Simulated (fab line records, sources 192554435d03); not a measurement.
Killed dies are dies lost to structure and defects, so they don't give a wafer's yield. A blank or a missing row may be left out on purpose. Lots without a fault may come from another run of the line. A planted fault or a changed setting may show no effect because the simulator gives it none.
fab line records | flow n5_finfet
record lots=6 wafers=18 last_day=17
route steps=1938 shown BEOL_M2@896 BEOL_M3@931 PASSIVATION@1936
lots that met no fault: from a run of the same line without faults
start_h: hours from the record's first day to the start of the lot's first wafer shown | wait_h: hours since the lot's step before | " the same as in the row above | L1.1+2: a row that stands for several wafers | - no value, or no start given | * or withheld: withheld | < > ~ a bound
route shown NAME@n: a module of which the file shows steps, and the number in the route of the first | usual: mean/standard deviation of fault-free wafers | same: alike in all rows | chamber/n: place in a boat | sites: the reading at each site | _std_site: their standard deviation | _edge_site: outer sites' mean less inner sites' | radius_mm: how far each site lies from the wafer's centre | mask NAME#n: copy n | behind: the tool/chamber that last shaped the wafer | hold: why the lot was held/for how many hours/how that ended | device: the transistor (n, p or np) that didn't switch | end of line: the same wafers' tests at the end of the route | a step without rows: its recipe alone | killed: dies lost to structure and defects at the first sort, not the wafer's yield | map: a wafer's dies, x killed, . not, _ none there
set.NAME: the setting as run; set.NAME@STEP: as run at that earlier step | model.NAME: the simulator's own value behind a step, which no gauge read
lots at some steps of the route; a table a step, a row a wafer
services: from which hour (start_h, from the record's first day; less than 0 if before it) a tool's chamber was out of use, for how many hours, and why
## steps
# step N5_BEOL_M2_PRECLEAN_42
# recipe chemistry=residue_remover time_s=60 temp_c=40
# step N5_BEOL_M2_SRD_43
# recipe time_s=30 temp_c=23 rinse_liquid=diw dry=ipa_marangoni
# step N5_BEOL_M2_CD_MEAS_35
# recipe target_cd_nm=18 target_cd_y_nm=22.2 polarity=opening
# usual cd_nm=17.9/0.35
# columns lot.wafer tool chamber start_h wait_h cd_nm
L500.3 cd_sem-02 - 160.96 0.0 18.4
L500.4 " - " " 18.7
L500.6 " - " " 18.0
L501.1 cd_sem-01 - 176.25 0.0 17.6
L501.5 " - " " 18.1
L501.6 " - " " 17.8
L509.3 cd_sem-02 - 226.35 0.0 18.0
L509.5 " - " " 18.0
L509.6 " - " " 17.9
L511.1 cd_sem-01 - 234.43 0.0 17.7
L511.5 " - " " 17.9
L511.6 " - " " 18.1
L514.1 cd_sem-02 - 247.06 0.0 17.8
L514.2 " - " " 17.5
L514.3 " - " " 17.6
L516.2 cd_sem-03 - 259.50 0.0 18.3
L516.3 " - " " 17.9
L516.6 " - " " 18.1
# step N5_BEOL_M2_DEGAS_44
# recipe ambient=vacuum temp_c=250 time_s=60
# step N5_BEOL_M2_PRE_CLEAN_45
# recipe gas=H2/He time_s=30 temp_c=250
# step N5_BEOL_M2_ALD_84
# recipe material=TaN target_thk_a=* temp_c=275 ald_precursor_family=PDMAT ald_co_reactant=NH3 pressure_torr=3 carrier_flow_sccm=1500 pulse_time_s=2 purge_time_s=3 co_reactant_purge_time_s=2 co_reactant_pulse_time_s=3 ald_cycles=30 precursor_vessel_temp_c=75 precursor_vessel_pressure_torr=26.25 precursor_vessel_carrier_sccm=1000
# step N5_BEOL_M2_SURFACE_TREAT_85
# recipe gas=Ar time_s=* ion_energy_ev=* ion_current_ma_cm2=0.5 pressure_mtorr=* ar_flow_sccm=30
# usual throttle_valve_pct=*
# columns lot.wafer tool chamber start_h wait_h throttle_valve_pct
L500.3 pvd_sputter-02 - 161.76 0.1 *
L500.4 " - " " *
L500.6 " - " " *
L501.1 pvd_sputter-01 - 176.65 0.2 *
L501.5 " - " " *
L501.6 " - " " *
L509.3 pvd_sputter-03 - 227.20 0.4 *
L509.5 " - " " *
L509.6 " - " " *
L511.1 pvd_sputter-03 - 235.36 0.1 *
L511.5 " - " " *
L511.6 " - " " *
L514.1 pvd_sputter-01 - 247.75 0.2 *
L514.2 " - " " *
L514.3 " - " " *
L516.2 pvd_sputter-03 - 260.14 0.1 *
L516.3 " - " " *
L516.6 " - " " *
# step N5_BEOL_M2_CVD_47
# recipe material=Co target_thk_a=30 temp_c=withheld precursor=CCTBA/H2 pressure_torr=30 time_s=223.8
# step N5_BEOL_M2_SPUTTER_48
# recipe material=Cu target_thk_a=45 temp_c=-20 chamber_pressure_pa=0.07 power_w=withheld time_s=8.29
# usual throttle_valve_pct=30.4/0.86
# columns lot.wafer tool chamber start_h wait_h throttle_valve_pct
L500.3 pvd_sputter-02 - 162.06 0.2 31.6
L500.4 " - " " 29.5
L500.6 " - " " 31.5
L501.1 pvd_sputter-02 - 176.94 0.2 29.3
L501.5 " - " " 31.4
L501.6 " - " " 29.1
L509.3 pvd_sputter-03 - 227.52 0.2 29.6
L509.5 " - " " 31.4
L509.6 " - " " 29.4
L511.1 pvd_sputter-01 - 235.58 0.1 32.0
L511.5 " - " " 31.5
L511.6 " - " " 30.4
L514.1 pvd_sputter-01 - 248.15 0.2 31.4
L514.2 " - " " 31.7
L514.3 " - " " 30.7
L516.2 pvd_sputter-02 - 260.53 0.2 31.4
L516.3 " - " " 30.5
L516.6 " - " " 30.9
# step N5_BEOL_M2_ANNEAL_49
# recipe temp_c=400 time_s=240 ambient=vacuum
# step N5_BEOL_M2_SPUTTER_79
# recipe material=Cu target_thk_a=45 temp_c=-20 chamber_pressure_pa=0.07 power_w=withheld time_s=8.29
# step N5_BEOL_M2_ANNEAL_80
# recipe temp_c=400 time_s=240 ambient=vacuum
# step N5_BEOL_M2_SPUTTER_81
# recipe material=Cu target_thk_a=45 temp_c=-20 chamber_pressure_pa=0.07 power_w=withheld time_s=8.29
# usual throttle_valve_pct=30.4/0.86
# columns lot.wafer tool chamber start_h wait_h throttle_valve_pct
L500.3 pvd_sputter-02 - 162.50 0.1 31.4
L500.4 " - " " 29.5
L500.6 " - " " 31.7
L501.1 pvd_sputter-02 - 177.38 0.1 29.5
L501.5 " - " " 31.4
L501.6 " - " " 29.4
L509.3 pvd_sputter-03 - 227.96 0.1 29.6
L509.5 " - " " 31.0
L509.6 " - " " 29.7
L511.1 pvd_sputter-01 - 236.02 0.1 32.2
L511.5 " - " " 31.4
L511.6 " - " " 30.7
L514.1 pvd_sputter-01 - 248.59 0.1 31.1
L514.2 " - " " 31.7
L514.3 " - " " 30.0
L516.2 pvd_sputter-02 - 260.97 0.1 31.4
L516.3 " - " " 30.6
L516.6 " - " " 30.8
# step N5_BEOL_M2_ANNEAL_82
# recipe temp_c=400 time_s=240 ambient=vacuum
# usual heater_power_w=878/110
# columns lot.wafer tool chamber start_h wait_h heater_power_w
L500.3 pvd_sputter-02 - 162.58 0.0 824
L500.4 " - " " 791
L500.6 " - " " 807
L501.1 pvd_sputter-02 - 177.46 0.0 802
L501.5 " - " " 814
L501.6 " - " " 792
L509.3 pvd_sputter-03 - 228.04 0.0 903
L509.5 " - " " 813
L509.6 " - " " 874
L511.1 pvd_sputter-01 - 236.10 0.0 818
L511.5 " - " " 1099
L511.6 " - " " 824
L514.1 pvd_sputter-01 - 248.67 0.0 1095
L514.2 " - " " 796
L514.3 " - " " 852
L516.2 pvd_sputter-02 - 261.05 0.0 812
L516.3 " - " " 1013
L516.6 " - " " 1028
# step N5_BEOL_M2_SPUTTER_86
# recipe material=Cu target_thk_a=45 temp_c=-20 chamber_pressure_pa=0.07 power_w=withheld time_s=8.29
# step N5_BEOL_M2_ANNEAL_87
# recipe temp_c=400 time_s=240 ambient=vacuum
# step N5_BEOL_M2_SPUTTER_88
# recipe material=Cu target_thk_a=45 temp_c=-20 chamber_pressure_pa=0.07 power_w=withheld time_s=8.29
# step N5_BEOL_M2_ANNEAL_89
# recipe temp_c=400 time_s=240 ambient=vacuum
# step N5_BEOL_M2_SPUTTER_90
# recipe material=Cu target_thk_a=45 temp_c=-20 chamber_pressure_pa=0.07 power_w=withheld time_s=8.29
# step N5_BEOL_M2_ANNEAL_91
# recipe temp_c=400 time_s=240 ambient=vacuum
# step N5_BEOL_M2_SPUTTER_92
# recipe material=Cu target_thk_a=45 temp_c=-20 chamber_pressure_pa=0.07 power_w=withheld time_s=8.29
# step N5_BEOL_M2_ANNEAL_93
# recipe temp_c=400 time_s=240 ambient=vacuum
# usual heater_power_w=878/110
# columns lot.wafer tool chamber start_h wait_h heater_power_w
L500.3 pvd_sputter-02 - 163.46 0.0 826
L500.4 " - " " 791
L500.6 " - " " 827
L501.1 pvd_sputter-02 - 178.34 0.0 815
L501.5 " - " " 834
L501.6 " - " " 802
L509.3 pvd_sputter-03 - 228.92 0.0 876
L509.5 " - " " 810
L509.6 " - " " 892
L511.1 pvd_sputter-01 - 236.98 0.0 828
L511.5 " - " " 1039
L511.6 " - " " 842
L514.1 pvd_sputter-01 - 249.55 0.0 1097
L514.2 " - " " 831
L514.3 " - " " 839
L516.2 pvd_sputter-02 - 261.93 0.0 820
L516.3 " - " " 998
L516.6 " - " " 1054
# step N5_BEOL_M2_SPUTTER_94
# recipe material=Cu target_thk_a=45 temp_c=-20 chamber_pressure_pa=0.07 power_w=withheld time_s=8.29
# step N5_BEOL_M2_ANNEAL_95
# recipe temp_c=400 time_s=240 ambient=vacuum
# step N5_BEOL_M2_SPUTTER_96
# recipe material=Cu target_thk_a=45 temp_c=-20 chamber_pressure_pa=0.07 power_w=withheld time_s=8.29
# step N5_BEOL_M2_ECD_50
# recipe material=Cu target_thk_a=3000
# step N5_BEOL_M2_ANNEAL_51
# recipe temp_c=225 time_s=90 ambient=N2
# step N5_BEOL_M2_CMP_52
# recipe stop_on=SiOC t_overpolish_s=6.8 down_force_psi=1 platen_rpm=50 clearing_platen_down_force_psi=1.5 clearing_platen_rpm=50 post_cmp_clean=cu_alkaline target_thk_nm=40 clearing_platen_pad_velocity_m_s=0.99484 pad_velocity_m_s=0.99484
# step N5_BEOL_M2_PRE_CLEAN_60
# recipe gas=NH3/H2 time_s=15 temp_c=* rf_power_w=300
# step N5_BEOL_M2_CO_CAP_55
# recipe material=Co target_thk_a=20 temp_c=200 precursor=CCTBA/H2 pressure_torr=30 time_s=102.1
# step N5_BEOL_M2_PRE_CLEAN_56
# recipe gas=NH3 time_s=15 temp_c=withheld rf_power_w=300
# step N5_BEOL_M2_DEP_57
# recipe material=SiCN target_thk_a=80 temp_c=withheld precursor=3MS/NH3 pressure_torr=3 rf_w=202 time_s=14
# usual rf_fwd_power_W=199.5/0.9 showerhead_plenum_p_Torr=3.667/0.012 throttle_valve_pct=9.3/0.67
# columns lot.wafer tool chamber start_h wait_h rf_fwd_power_W showerhead_plenum_p_Torr throttle_valve_pct
L500.3 pecvd-03 2 164.87 0.0 199.6 3.666 8.8
L500.4 " 1 " " 200.5 3.677 8.7
L500.6 " 1 " " 199.7 3.684 9.0
L501.1 pecvd-03 0 179.98 0.0 199.3 3.661 9.4
L501.5 " 1 " " 200.7 3.678 8.9
L501.6 " 2 " " 201.2 3.666 8.8
L509.3 pecvd-03 0 230.26 0.0 199.8 3.656 9.1
L509.5 " 1 " " 200.7 3.682 9.0
L509.6 " 2 " " 201.7 3.670 8.6
L511.1 pecvd-01 0 238.32 0.0 200.0 3.659 9.6
L511.5 " 0 " " 200.1 3.657 9.9
L511.6 " 1 " " 199.2 3.678 10.7
L514.1 pecvd-01 1 251.07 0.0 198.9 3.667 10.7
L514.2 " 0 " " 199.1 3.651 9.6
L514.3 " 2 " " 199.0 3.666 8.9
L516.2 pecvd-03 2 263.28 0.0 201.6 3.673 8.8
L516.3 " 0 " " 197.3 3.660 9.2
L516.6 " 2 " " 201.6 3.666 9.2
# step N5_BEOL_M2_RS_MEAS_58
# recipe thk_meas_gauge=four-point-probe reads=Co_of_BEOL_M2_CO_CAP_55+Cu_of_BEOL_M2_ECD_50+Co_of_BEOL_M2_CVD_47+TaN_of_BEOL_M2_ALD_84
# usual M2_RS=0.68/0.03
# columns lot.wafer tool chamber start_h wait_h M2_RS[ohm/sq]
L500.3 film_metro-01 - 164.95 0.1 0.64
L500.4 " - " " 0.68
L500.6 " - " " 0.68
L501.1 film_metro-02 - 180.05 0.0 0.64
L501.5 " - " " 0.64
L501.6 " - " " 0.69
L509.3 film_metro-01 - 230.33 0.1 0.71
L509.5 " - " " 0.70
L509.6 " - " " 0.72
L511.1 film_metro-01 - 238.38 0.0 0.66
L511.5 " - " " 0.67
L511.6 " - " " 0.73
L514.1 film_metro-01 - 251.13 0.0 0.66
L514.2 " - " " 0.68
L514.3 " - " " 0.71
L516.2 film_metro-02 - 263.35 0.1 0.68
L516.3 " - " " 0.66
L516.6 " - " " 0.69
# step N5_BEOL_M3_ILD_DEP_00
# recipe material=SiOC target_thk_a=790 temp_c=350 precursor=DEMS/O2 pressure_torr=5 rf_w=500 time_s=15.3
# step N5_BEOL_M3_THK_MEAS_01
# recipe reads=SiOC_of_BEOL_M3_ILD_DEP_00
# usual M3_ILD_THK=79.4/0.91
# columns lot.wafer tool chamber start_h wait_h M3_ILD_THK[nm]
L500.3 film_metro-01 - 165.10 0.1 80.9
L500.4 " - " " 79.0
L500.6 " - " " 80.7
L501.1 film_metro-01 - 180.18 0.0 78.6
L501.5 " - " " 78.7
L501.6 " - " " 82.4
L509.3 film_metro-02 - 230.46 0.1 78.2
L509.5 " - " " 80.3
L509.6 " - " " 79.7
L511.1 film_metro-02 - 238.51 0.0 78.4
L511.5 " - " " 79.8
L511.6 " - " " 79.6
L514.1 film_metro-02 - 251.26 0.0 78.6
L514.2 " - " " 77.9
L514.3 " - " " 78.3
L516.2 film_metro-02 - 263.48 0.1 79.3
L516.3 " - " " 79.2
L516.6 " - " " 80.9
# step N5_BEOL_M3_PECVD_72
# recipe material=SiO2 target_thk_a=160 temp_c=400 precursor=TEOS/O2 pressure_torr=5.5 rf_w=450 teos_flow_sccm=53.8 gas=O2 flow_sccm=3000 time_s=18
# step N5_BEOL_M3_HM_DEP_02
# recipe material=TiN target_thk_a=200 temp_c=25 chamber_pressure_pa=0.49996
# step N5_BEOL_M3_COAT_61
# recipe resist=SOC temp_c=250 time_s=60 spin_rpm=1500 resist_thk_nm=60
# step N5_BEOL_M3_COAT_62
# recipe resist=SiARC temp_c=220 time_s=60 spin_rpm=1500 resist_thk_nm=12
# step N5_BEOL_M3_COAT_73
# recipe resist=underlayer temp_c=205 time_s=60 spin_rpm=1500 resist_thk_nm=5
# step N5_PASSIVATION_PROBE_49
# usual defect_limited_yield=91.3/1.5 killed_at_M0_to_M3=34/9.4 killed_at_M4_up=13/5.3 killed_at_contacts=13/5.7 killed_at_front_end=40/10 killed_at_other=3.7/2.8 killed_dies=103/17 killed_open=67/13 killed_short=35/8.5 sort_bin_4_leakage=0.00/0.016 sort_bin_5_function=5.0/0.98 sort_bin_6_memory=3.3/0.7 sort_bin_8_speed=0.00/0.007 sort_n_pass=1077/17 sort_yield_pct=91.3/1.5
# same gross_dies=1180 killed_at_back_side=0
# columns lot.wafer tool chamber start_h wait_h defect_limited_yield[%] killed_at_M0_to_M3 killed_at_M4_up killed_at_contacts killed_at_front_end killed_at_other killed_dies killed_open killed_short sort_bin_4_leakage[%] sort_bin_5_function[%] sort_bin_6_memory[%] sort_bin_8_speed[%] sort_n_pass sort_yield_pct[%]
L500.3 prober-01 - 289.61 0.1 80.5 176 11 6 37 0 230 57 26 0 11.3 3.5 0 950 80.5
L500.4 prober-01 - 289.66 0.2 81.1 176 10 5 28 4 223 47 20 0 11.7 3.1 0 957 81.1
L500.6 prober-01 - 289.76 0.3 78.7 181 11 13 36 10 251 69 32 0 12.5 3.7 0 929 78.7
L501.1 prober-01 - 307.59 0.0 80.4 177 13 11 27 3 231 39 34 0 10.3 4.1 0 949 80.4
L501.5 prober-01 - 307.79 0.2 80.3 175 25 10 22 0 232 55 24 0 11.7 3.3 0 948 80.3
L501.6 prober-01 - 307.84 0.3 78.3 196 6 15 37 2 256 59 31 0 13.2 4.4 0 924 78.3
L509.3 prober-02 - 353.27 0.1 91.1 33 12 5 54 1 105 62 40 0 4.5 3.7 0 1075 91.1
L509.5 prober-02 - 353.37 0.2 91.9 29 10 12 38 7 96 58 38 0 4.7 3.2 0 1084 91.9
L509.6 prober-02 - 353.42 0.3 91.2 30 12 6 52 4 104 65 36 0 5.0 3.5 0 1076 91.2
L514.1 prober-02 - 369.78 0.0 92.4 29 10 22 28 1 90 66 24 0 3.7 3.8 0 1090 92.4
L514.2 prober-02 - 369.83 0.1 92.5 25 7 9 40 7 88 52 35 0 4.2 2.6 0 1092 92.5
L514.3 prober-02 - 369.88 0.1 91.8 39 5 15 36 2 97 63 34 0 5.0 2.8 0 1083 91.8
# killed by level:class
L500.3 BEOL_M2:unspecified=144 STI_FIN_REVEAL:geometric_particle:open=17 BEOL_M1:geometric_particle:open=9 FIN_SAQP:geometric_particle:short=6 MOL_CONTACT_COAG:geometric_particle:open=5 BEOL_M3:geometric_particle:open=5 BEOL_M0_SAQP:geometric_particle:open=4 BEOL_M0:geometric_particle:open=4
L500.4 BEOL_M2:unspecified=155 STI_FIN_REVEAL:geometric_particle:open=11 BEOL_M2:geometric_particle:open=5 FIN_SAQP:geometric_particle:short=4 STI_FIN_REVEAL:geometric_particle:short=4 MOL_CONTACT_COAG:geometric_particle:open=4 BEOL_M0_SAQP:geometric_particle:open=4 BEOL_M1:geometric_particle:open=4
L500.6 BEOL_M2:unspecified=149 STI_FIN_REVEAL:geometric_particle:open=12 BEOL_M1:geometric_particle:open=9 STARTING-WAFER:geometric_particle:open=7 MOL_CONTACT_COAG:geometric_particle:open=7 FIN_SAQP:geometric_particle:short=6 FIN_SAQP:geometric_particle:open=6 MOL_CONTACT_COAG:geometric_particle:short=6
L501.1 BEOL_M2:unspecified=157 FIN_SAQP:geometric_particle:short=9 MOL_CONTACT_COAG:geometric_particle:open=7 BEOL_M2:geometric_particle:open=6 GATE_CUT:geometric_particle:short=5 FIN_SAQP:geometric_particle:open=4 BEOL_M1:geometric_particle:short=4 BEOL_M1:geometric_particle:open=4
L501.5 BEOL_M2:unspecified=153 MOL_CONTACT_COAG:geometric_particle:open=9 BEOL_M4:geometric_particle:open=7 FIN_SAQP:geometric_particle:short=6 BEOL_M0_SAQP:geometric_particle:open=6 BEOL_M1:geometric_particle:open=6 STI_FIN_REVEAL:geometric_particle:open=5 BEOL_M2:geometric_particle:open=5
L501.6 BEOL_M2:unspecified=163 BEOL_M2:geometric_particle:open=12 FIN_SAQP:geometric_particle:short=11 MOL_CONTACT_COAG:geometric_particle:open=11 FIN_SAQP:geometric_particle:open=9 STI_FIN_REVEAL:geometric_particle:open=7 BEOL_M1:geometric_particle:open=7 BEOL_M0_SAQP:geometric_particle:short=5
L509.3 FIN_SAQP:geometric_particle:short=16 FIN_SAQP:geometric_particle:open=13 BEOL_M0_SAQP:geometric_particle:short=10 BEOL_M0_SAQP:geometric_particle:open=6 BEOL_M1:geometric_particle:open=6 BEOL_M2:geometric_particle:open=5 DUMMY_GATE:geometric_particle:open=4 MOL_CONTACT_COAG:geometric_particle:open=4
L509.5 FIN_SAQP:geometric_particle:open=11 MOL_CONTACT_COAG:geometric_particle:open=10 FIN_SAQP:geometric_particle:short=8 STI_FIN_REVEAL:geometric_particle:open=6 BEOL_M0_SAQP:geometric_particle:short=6 BEOL_M2:geometric_particle:open=5 BEOL_M0_SAQP:geometric_particle:open=5 BEOL_M3:geometric_particle:open=5
L509.6 FIN_SAQP:geometric_particle:open=15 FIN_SAQP:geometric_particle:short=10 STI_FIN_REVEAL:geometric_particle:open=9 BEOL_M1:geometric_particle:open=7 BEOL_M0_SAQP:geometric_particle:short=6 STARTING-WAFER:geometric_particle:short=5 MOL_CONTACT_COAG:geometric_particle:open=4 BEOL_M0_SAQP:geometric_particle:open=4
L514.1 MOL_CONTACT_COAG:geometric_particle:open=21 BEOL_M2:geometric_particle:open=9 BEOL_M0_SAQP:geometric_particle:open=8 FIN_SAQP:geometric_particle:short=6 FIN_SAQP:geometric_particle:open=5 DUMMY_GATE:geometric_particle:open=5 BEOL_M0_SAQP:geometric_particle:short=5 GATE_CUT:geometric_particle:short=4
L514.2 STI_FIN_REVEAL:geometric_particle:open=13 STI_FIN_REVEAL:geometric_particle:short=6 BEOL_M2:geometric_particle:open=6 MOL_CONTACT_COAG:geometric_particle:open=6 BEOL_M1:geometric_particle:open=6 FIN_SAQP:geometric_particle:short=4 FIN_SAQP:geometric_particle:open=3 GATE_CUT:geometric_particle:short=3
L514.3 BEOL_M3:geometric_particle:open=11 STI_FIN_REVEAL:geometric_particle:open=10 MOL_CONTACT_COAG:geometric_particle:open=10 BEOL_M0_SAQP:geometric_particle:short=7 FIN_SAQP:geometric_particle:short=6 BEOL_M0_SAQP:geometric_particle:open=6 STARTING-WAFER:geometric_particle:short=6 FIN_SAQP:geometric_particle:open=5
# map L500.6 (x killed, . not)
_________________.xxxxx..x...________________
______________...x..x..........._____________
___________...x.xx..x..x..........x__________
__________.xx..xx....x.........x...._________
________xxxxxxx........x.............._______
_______xxxxxxxxxxx..x..................______
______xxxxxxxxxxx.xxx......x............_____
_____.xxxxxxxxxxxxxxx.........x.x........____
____xxxxxxxxxxxxxxxx.....................x___
___.x.xxxxxxxxxxxxx...x.....x....x...xx.x..__
___.x.xxxxxxxxxxxxx.x..........xx.....x....__
__x.xxxxxxxxxxxxxxx........................._
__...xxxxxxxxxxxxxxx..x....................._
_....x.xxxxxxxxx.x......................x....
_.........x.xxxxxx...x................x.x....
_.......x.xxx.x..x....x.......x.x............
_x.x...............xx..............x.........
_...x..x.xx.x........................x.......
_..x.x..............xx.....x.................
_..x.......x..................xx.............
_..x.x..........xx..................x........
__........................x........x........_
__........x..x.........x.........x........x._
___........x........x......................__
___.xx.......x.x.....x...................x.__
____...................x.........x....xx.x___
_____..x..x.........x.........x........x.____
______..................x......x........_____
_______..........x......x..x...........______
________...........x.................._______
__________......x....x...........x.x_________
___________......................x.__________
______________.................._____________
_________________............________________
# map L501.6 (x killed, . not)
_________________............________________
______________.x....x.x.......x._____________
___________.....x....x.............__________
__________.....................x...._________
________.............................._______
_______.....x..............x......x....______
______..............x.....x............._____
_____..xx...............x................____
____......xx....x..x......................___
___............................x......x....__
___x...x...........................x..x....__
__.x.....x.....x...........x...............x_
__....................x....x...............x_
_...........x.......x.x.....x.........x......
_.x..x.......x...............................
_.....xx....x........x...................x.xx
_....x.xx.....x..........x...................
_.x........x..x..............................
_.....x........x..............x......x.......
_........x..........x..................x.....
_.....x............xx.xxxxxx..............x..
__.............x.xxxxxxxxx.xx......xx......._
__...........x..xxxxxxxxxxxxx...........x.x._
___....x......xxxxxxxxxxxxxxxxxx...........__
___...........xxxxxxxxxxxxxxx...x...x......__
____.........x.xxxxxxxxxxxxxxx..x...x.....___
_____x.......xxxxxxxxxxxxxxxxx...........____
______xx........xxxxxxxxxxxxxx.........._____
_______.....x.xxxxxxxxxxxxxxxx.x.x.....______
________.......xxx.xxxxxxxxxxxx....x.._______
__________...x..xxxxxxxxxxx.x......._________
___________.xx..x...xxxxxx.x.......__________
______________.....xxxx........._____________
_________________.....x.xx...________________
## services
# columns tool chamber start_h hours kind
pecvd-03 - 141.25 0.5 repair
pecvd-03 0 160.72 5.5 scheduled_down
pecvd-01 1 224.34 2.1 scheduled_down
pecvd-03 2 237.15 4.5 repair
## key
first_sign step=N5_PASSIVATION_PROBE_49 reading=killed_at_M0_to_M3 direction=up sigmas=16 usual=34 struck=180
effect step=N5_PASSIVATION_PROBE_49 reading=defect_limited_yield direction=down sigmas=7.7 usual=91.3 struck=79.9
more_kills_born_at N5_BEOL_M2_SPUTTER_81@pvd_sputter-02=921
met_at N5_BEOL_M2_SPUTTER_81
struck_wafers L500.3,L500.4,L500.6,L501.1,L501.5,L501.6
fault kind=chamber_particle_source tool=pvd_sputter-02 chamber=- onset_h=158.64 steps=N5_BEOL_M2_SPUTTER_81 rate_per_visit_cm2=2.131 end_h=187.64
